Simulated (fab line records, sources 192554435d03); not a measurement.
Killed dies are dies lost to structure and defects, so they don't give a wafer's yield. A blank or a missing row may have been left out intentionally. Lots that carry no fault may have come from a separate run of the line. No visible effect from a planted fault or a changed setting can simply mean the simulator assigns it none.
Which of the tools did it? -- flow n5Finfet -- 10 lots, 29 wafers sampled, at 1 step of a route of 1938

## WHAT THE GAUGES SHOWED, per wafer
N5_FIN_SAQP_OCD_MEAS_76.
lot,measured,on,trenchDepthNm (nm)
L281,day 2 05:09,ocd-02,119.3 118.3 120.0
L284,day 2 20:49,ocd-02,120.5 119.7 117.1
L285,day 3 05:40,ocd-02,122.8 120.2 121.0
L288,day 3 20:40,ocd-01,120.3 121.3 121.7
L290,day 4 10:59,ocd-01,118.9 120.7 119.1
L293,day 5 09:02,ocd-02,121.3 119.6 117.3
L294,day 5 12:17,ocd-02,118.9 122.6 122.7
L295,day 5 16:51,ocd-01,120.2 118.7 120.4
L296,day 5 23:13,ocd-01,118.1 116.3 121.8
L300,day 6 20:47,ocd-02,121.7 121.2

## WHICH TOOL RAN EACH LOT (tool, then ch and the chambers of the sampled wafers, then the start)
Record: no process step prior to these readings.

## THE ANSWER, worked out from the rows above alone
Rule: what is usual is taken from the lots themselves. Put in order of their means at a reading, lots are off if they are a third of the lots or fewer, leave a main group of 4 or more, and stand apart from it by a gap of 3 or more times the standard deviation of the main group's means; of several such gaps the widest counts. A main group is skipped when, at the precision printed for the reading in the tables above, its means are all equal. A lot without any number at a reading at which 4 lots or more have one is off too. Where the step has rows for the other lots, those lots are counted as sound.
None of the lots is off at any reading shown; this tells nothing.

## WHAT THE SIMULATOR HAD INSERTED
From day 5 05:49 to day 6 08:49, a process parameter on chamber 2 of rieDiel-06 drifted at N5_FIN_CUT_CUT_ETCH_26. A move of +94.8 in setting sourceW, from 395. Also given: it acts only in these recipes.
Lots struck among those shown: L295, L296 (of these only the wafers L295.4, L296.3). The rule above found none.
